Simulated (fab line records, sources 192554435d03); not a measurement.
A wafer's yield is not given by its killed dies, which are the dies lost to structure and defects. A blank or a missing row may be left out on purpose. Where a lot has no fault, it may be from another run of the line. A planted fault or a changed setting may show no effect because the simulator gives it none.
A struck lot beside a sound one + flow n5Finfet + 15 steps out of a route of 1938
Sound: these wafers, L686.3, L686.4, L686.5. Wafers L695.2, L695.3, L695.5 were the ones struck. The cause is named last.
At each step with rows: each side's tool, then ch and its chambers, then its first start. Under that, the readings that differ: sound wafers + struck wafers + difference of the means + sigmas: that difference in standard deviations of wafers without a fault.
alike: same words and numbers on both sides, and readings whose means sit less than 2 such deviations apart. not compared: any withheld reading, any reading some wafer has no value for, any bound like >300 that may hide the same value, and any number with overlapping values for which the record gives no deviation.
A row with sigmas, a row that says differs or no value, or rows on one side alone: a step with any of these is where the two part. Non-overlapping numbers with no deviation appear without sigmas and do not part them. A reading missing from all wafers of one side parts the sides only when that side holds two or more wafers.

first, 2 steps without rows for these wafers: N5_MOL_CONTACT_COAG_ETCH_66 (etches SiARC in CF4, target depth 13 nm, time 21.7 s); N5_MOL_CONTACT_COAG_ALD_133 (deposits SiO2, target thk 5 nm, pulse time 1 s, co reactant pulse time 1 s).
N5_MOL_CONTACT_COAG_ETCHBACK_134: etches SiO2 in CHF3, target depth 10 nm, time 6.7 s.
  sound on rieDiel-05 ch 1,3, day 6 04:33; struck on rieDiel-04 ch 1,2, day 8 13:52
  alike: CHF3_flow_sccm, drypumpMotorCurrentA, oesProductAu, rfVppV, showerheadPlenumPTorr, throttleValvePct
  not compared: rfHoursCounterH
then, 3 steps without rows for these wafers: N5_MOL_CONTACT_COAG_ETCH_67 (etches SOC in N2/H2, target depth 60 nm, overetch 21 nm, time 101.2 s); N5_MOL_CONTACT_COAG_STRIP_68 (strips in N2/H2); N5_MOL_CONTACT_COAG_STRIP_69 (strips in N2/H2).
N5_MOL_CONTACT_COAG_ETCHBACK_136: etches SiO2 in CHF3, target depth 25 nm, time 16.7 s.
  sound on rieDiel-05 ch 1,3, day 6 04:44; struck on rieDiel-04 ch 1,2, day 8 13:59
  alike: CHF3_flow_sccm, drypumpMotorCurrentA, oesProductAu, rfVppV, showerheadPlenumPTorr, throttleValvePct
  not compared: rfHoursCounterH
then, 1 step without rows for these wafers: N5_MOL_CONTACT_COAG_STRIP_120 (strips in CHF3).
N5_MOL_CONTACT_COAG_VIA_ETCH_117: etches SiO2 in C4F6/O2, target depth 40 nm, overetch 8 nm, time 26 s.
  sound on rieDiel-05 ch 1,3, day 6 04:47; struck on rieDiel-04 ch 1,2, day 8 14:01
  alike: drypumpMotorCurrentA, oesProductAu, rfVppV, showerheadPlenumPTorr, throttleValvePct
  not compared: rfHoursCounterH
N5_MOL_CONTACT_COAG_ETCH_124: etches SiNx in CH3F/O2, stops on SiOC, target depth 6.5 nm.
  sound on rieDiel-05 ch 1,3, day 6 04:50; struck on rieDiel-04 ch 1,2, day 8 14:03
  alike: CH3F_flow_sccm, drypumpMotorCurrentA, oesProductAu, rfVppV, showerheadPlenumPTorr, throttleValvePct
  not compared: rfHoursCounterH
then, 1 step without rows for these wafers: N5_MOL_CONTACT_COAG_ETCH_48 (etches SiOC in C4F6/O2, target depth 15 nm, overetch 4.5 nm, time 17 s).
N5_MOL_CONTACT_COAG_STRIP_72: strips in N2/H2.
  sound on rieDiel-05 ch 1,3, day 6 04:59; struck on rieDiel-04 ch 1,2, day 8 14:09
| reading                      | sound          | struck         | difference | sigmas |
|------------------------------|----------------|----------------|------------|--------|
| showerheadPlenumPTorr (Torr) | 2.46 2.43 2.43 | 2.71 2.44 2.71 | +0.18      | +2     |
  alike: biasPowerW, chamberPressureMTorr, drypumpMotorCurrentA, oesProductAu, rfVppV, throttleValvePct
  not compared: rfHoursCounterH
N5_MOL_CONTACT_COAG_STRIP_49: strips in N2/H2, time 30 s.
  sound on plasmaAsher-01 ch 0,1, day 6 05:05; struck on plasmaAsher-02 ch 0, day 8 14:14
  no value came back on the struck wafers for drypumpMotorCurrentA (A), h2FlowSccm (sccm), heaterPowerW (W); on the sound wafers drypumpMotorCurrentA (A) reads 5.8 4.9 5.8
  not compared: rfHoursCounterH
then, 1 step without rows for these wafers: N5_MOL_CONTACT_COAG_PRECLEAN_138 (cleans in alkaline clean, time 60 s).
-- record jumps: 7 days separate the struck wafers' starts on either side; left off in module MOL_CONTACT_COAG, taken up again in module PASSIVATION, whose first shown step is the route's number 1936 --
N5_PASSIVATION_PROBE_49:
  only the struck wafers here have rows in the record (prober-02, day 15 09:55); the sound ones have none

WHERE THEY PART
Earliest at N5_MOL_CONTACT_COAG_STRIP_72; latest, in this record, at N5_PASSIVATION_PROBE_49.

WHY: what had been put in by the simulator
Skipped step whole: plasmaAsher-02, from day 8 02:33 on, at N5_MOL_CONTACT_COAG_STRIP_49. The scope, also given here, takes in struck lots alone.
